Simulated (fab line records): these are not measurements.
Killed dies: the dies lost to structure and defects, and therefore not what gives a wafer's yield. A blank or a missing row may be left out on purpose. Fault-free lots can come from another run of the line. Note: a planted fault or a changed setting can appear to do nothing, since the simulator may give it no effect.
Struck lot and sound lot, side by side    flow n5-finfet    24 out of 1938 route steps
Sound: the wafers L459.3, L459.5. Wafers struck: L464.2, L464.3, L464.4. Last of all comes the cause.
Per side, at each step with rows, come the tool, then ch with its chambers, and then its first start. Under that, the readings that differ: sound wafers    struck wafers    difference of the means    sigmas: that difference in standard deviations of wafers without a fault.
alike: readings whose means differ by less than 2 such deviations, and words and numbers that are the same on both sides. not compared: withheld readings, readings that some wafer has no value for, bounds like >300 that may hide the same value, and numbers for which the record gives no deviation and whose values overlap.
A row with sigmas, a row that says differs or no value, or rows on one side alone: a step with any of these is where the two part. Numbers that have no deviation but don't overlap get no sigmas and don't part them. Lack of a reading on every wafer of one side parts them only where that side has two or more wafers.

N5_BEOL_M4_DEP_57: deposits SiCN from 3MS/NH3, target thk 8 nm, time 14 s.
  sound on pecvd-01 ch 1, day 10 00:08; struck on pecvd-01 ch 0,2, day 12 04:02
  alike: showerhead-plenum-p-Torr, throttle-valve-pct
N5_BEOL_M4_RS_MEAS_58: measurement is done with a four-point probe.
  sound on film-metro-01, day 10 00:13; struck on film-metro-02, day 12 04:07
  alike: M4_RS
N5_BEOL_M4_INSPECT_59: inspects for defects (darkfield).
  sound on defect-inspect-01, day 10 00:14; struck on defect-inspect-01, day 12 04:08
  alike: raw-defect-count
N5_BEOL_M4_RC_MEAS_101:
  sound on prober-01 ch 0, day 10 00:34; struck on prober-02 ch 0, day 12 04:19
  alike: DIBL_N, DIBL_P, IOFF_N, IOFF_P, ION_N, ION_P, SS_N, SS_P, VT_N, VT_P
N5_BEOL_M5_ILD_DEP_00: deposits SiCOH lowk from DEMS/porogen, target thk 140.64 nm, time 25.9 s.
  sound on pecvd-04 ch 0,1, day 10 01:14; struck on pecvd-03 ch 0,1, day 12 05:08
  alike: heater-power-w, showerhead-plenum-p-Torr, throttle-valve-pct
N5_BEOL_M5_CURE_79: cures SiCOH lowk, time 240 s.
  sound on uv-cure-02 ch 1, day 10 01:28; struck on uv-cure-01 ch 2, day 12 05:16
  alike: lamp-power-pct, wafer_temp_C_max
N5_BEOL_M5_THK_MEAS_01:
  sound on film-metro-01, day 10 01:49; struck on film-metro-01, day 12 05:42
  alike: M5_ILD_THK
then, 1 step without rows for these wafers: N5_BEOL_M5_PECVD_70 (deposits SiO2 from TEOS/O2, target thk 16 nm, time 18 s).
N5_BEOL_M5_HM_DEP_02: deposits TiN, target thk 20 nm.
  sound on pvd-sputter-03, day 10 01:56; struck on pvd-sputter-01, day 12 07:52
reading                   sound          struck                difference  sigmas
chamber-pressure-pa (Pa)  0.5019 0.5007  0.4988 0.4997 0.4994  -0.0020     -2
  alike: throttle-valve-pct
then, 3 steps without rows for these wafers: N5_BEOL_M5_COAT_59 (time 60 s, resist thk 60 nm); N5_BEOL_M5_COAT_60 (time 60 s, resist thk 12 nm); N5_BEOL_M5_COAT_71 (time 60 s, resist thk 5 nm).
N5_BEOL_M5_COAT_05: resist thk 30 nm.
  sound on litho-track-05 ch 0, day 10 02:04; struck on litho-track-02 ch 0, day 12 08:01
reading                                       sound          struck                difference  sigmas
spin-speed-rpm (rpm)                          1501.4 1499.8  1788.7 1790.4 1789.3  +288.9      +99 or more
model.CAR-EUV_of_BEOL_M5_COAT_05.thk-nm (nm)  29.8 30        27.4 27.4 27.6        -2.4        
  alike: exhaust-pa
then, 5 steps without rows for these wafers: N5_BEOL_M5_EBR_07; N5_BEOL_M5_SOFTBAKE_06 (time 60 s); N5_BEOL_M5_EXPOSE_08 (exposes mask M5, target cd 28 nm); N5_BEOL_M5_PEB_09 (peb time 60 s); N5_BEOL_M5_DEVELOP_10 (develop time 30 s).
N5_BEOL_M5_CD_MEAS_11 targets a cd of 27.74 nm.
  sound on cd-sem-03 ch 0, day 10 02:20; struck on cd-sem-03 ch 0, day 12 08:16
  alike: cd-nm
N5_BEOL_M5_OVL_MEAS_12:
  sound on overlay-01 ch 0, day 10 02:22; struck on overlay-02 ch 0, day 12 08:18
  alike: M5_OVL
N5_BEOL_M5_INSPECT_13: inspects for defects (brightfield).
  sound on defect-inspect-01, day 10 02:25; struck on defect-inspect-01, day 12 08:21
  alike: raw-defect-count
N5_BEOL_M5_DESCUM_16: chemistry O2, time 7 s.
  sound on rie-diel-02 ch 0,2, day 10 02:27; struck on rie-diel-02 ch 0,1, day 12 08:23
reading                                       sound    struck          difference  sigmas
model.CAR-EUV_of_BEOL_M5_COAT_05.thk-nm (nm)  26 26.2  23.6 23.6 23.6  -2.5        
  alike: bias-power-w, drypump-motor-current-A, oes-product-au, rf-vpp-V, showerhead-plenum-p-Torr, temp-c, throttle-valve-pct
  not compared: rf-hours-counter-h
N5_BEOL_M5_ETCH_72: etches underlayer in N2/H2, target depth 6.5 nm, time 5.2 s.
  sound on rie-diel-02 ch 0,2, day 10 02:29; struck on rie-diel-02 ch 0,1, day 12 08:25
reading                sound      struck          difference  sigmas
oes-product-au (a.u.)  0.84 0.72  0.69 0.59 0.58  -0.16       -2
  alike: bias-w, drypump-motor-current-A, etch-rf-on-time-s, rf-vpp-V, showerhead-plenum-p-Torr, throttle-valve-pct
  not compared: rf-hours-counter-h
following that, these wafers have no rows for 1 step: N5_PASSIVATION_PROBE_49.

WHERE THEY PART
Last at N5_BEOL_M5_ETCH_72 as far as this record goes, first at N5_BEOL_M5_HM_DEP_02.

WHY: whatever the simulator had introduced
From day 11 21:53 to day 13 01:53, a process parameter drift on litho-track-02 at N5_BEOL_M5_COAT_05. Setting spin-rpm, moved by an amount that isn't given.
